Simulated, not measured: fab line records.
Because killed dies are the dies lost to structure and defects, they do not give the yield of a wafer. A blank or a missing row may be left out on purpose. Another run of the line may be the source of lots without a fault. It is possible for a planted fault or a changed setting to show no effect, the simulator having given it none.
Code-filled problem report in 8D (eight disciplines) form -- flow nand_harc -- the parts of the form that need people (team, actions taken, sign-off) are left out

== 1. PROBLEM STATEMENT ==
NHARC_A_STAIRCASE_ETCH_170, run_length_s: mean 99.0 s over 1 wafer from 1 lot; wafers with no fault: 87.9 s, standard deviation 0.42. That is +26 standard deviations from the usual mean.
The step: etches the open film in C4F6/O2, target depth 200 nm, time 66.667 s.
Seen first at day 11 14:14 on rie_diel-11, wafer L476.2. Wafers with a number at this step in the record: 36, from 12 lots. Rule for "out" (also "out of limits"): further than 4 standard deviations from the usual mean. Any other wafer with a number is counted as sound.

== 2. WHAT THIS IS AND IS NOT ==
question,is,is not
which readings at this step,run_length_s,"c4f6_flow_sccm, drypump_motor_current_A, oes_product_au, rf_vpp_V, showerhead_plenum_p_Torr"
which lots,L476,"L474, L485, L486, L487, L488, L489, L490, L491, L492, L493, L494"
which wafers of those lots,L476.2,"L476.4, L476.5"
read on which tools,rie_diel-11,"rie_diel-04, rie_diel-09"
when,from day 11 14:14,"up to then (5 sound wafers); but 30 sound wafers of L485, L486, L487, L488, L489, L490, L491, L492, L493, L494 came after"

== 3. SUSPECTS, AND WHAT RULES EACH OUT ==
Counting: any tool at a process step up to the reading remains a suspect provided it ran every lot that is out. Sound lots after the first of them don't rule it out here, since some wafers of a struck lot are sound.
- ald_sin_batch-02 at NHARC_A_CHANNEL_FILL_D1_ALD_15 (deposits SiNx, target thk 2 nm, pulse time 60 s, ald cycles 19): kept. It ran the lot that is out, L476 (day 10 12:47). With no start given for some of its lots, NHARC_A_CHANNEL_FILL_D1_ALD_15 uses the hours and lot order of NHARC_A_CHANNEL_FILL_D1_ETCHBACK_20.
- rie_diel-13 at NHARC_A_CHANNEL_FILL_D1_ETCHBACK_20 (etches the open film in C4F8/O2/Ar, target depth 27 nm, time 13.5 s): kept. It ran the lot that is out, L476 (day 10 12:47).
- rie_diel-11 at NHARC_A_STAIRCASE_ETCH_170 (etches the open film in C4F6/O2, target depth 200 nm, time 66.667 s): kept. It processed L476, the lot that is out, at day 11 14:14, and its most recent sound lot before then was L474 at day 10 18:28. Out on those wafers are its own readings of run_length_s.
- At NHARC_A_CHANNEL_FILL_D1_ETCHBACK_20, inside rie_diel-13: chamber 0 took the wafers that are out, while their sound lot-mates went through chambers 2, 3.
- At NHARC_A_STAIRCASE_ETCH_170, inside rie_diel-11: chamber 3 took the wafers that are out, while their sound lot-mates went through chambers 0, 1.
Still standing after the count: ald_sin_batch-02 at NHARC_A_CHANNEL_FILL_D1_ALD_15, rie_diel-13 at NHARC_A_CHANNEL_FILL_D1_ETCHBACK_20, rie_diel-11 at NHARC_A_STAIRCASE_ETCH_170.

== 4. THE CAUSE (what the simulator had put in) ==
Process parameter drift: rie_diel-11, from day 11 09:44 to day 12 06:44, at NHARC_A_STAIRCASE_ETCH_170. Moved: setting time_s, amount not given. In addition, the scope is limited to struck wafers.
This tool is one of the 3 suspects left after counting.

== 5. THE EFFECT CHAIN, in route order ==
Rows list readings where the struck wafers' mean (over those with a number) sits beyond 3 standard deviations from the usual. Only readings for which the record gives a usual standard deviation are gone through. hours: the time from each lot's start at the first step in this table that gives one to its start at this step, as a median over the lots. sigmas: the change in usual standard deviations.
hours,step,reading,usual,on struck wafers,change,sigmas
0,NHARC_A_STAIRCASE_ETCH_170,run_length_s,87.9 s,99.0,+11.1,+26
It contains these process steps:
- NHARC_A_STAIRCASE_ETCH_170: etches the open film in C4F6/O2, target depth 200 nm, time 66.667 s.

== 6. HOW IT WOULD HAVE BEEN CAUGHT EARLIER ==
5 hours passed between the start of the fault at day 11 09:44 and the first reading out of limits in this record, taken at day 11 14:14.
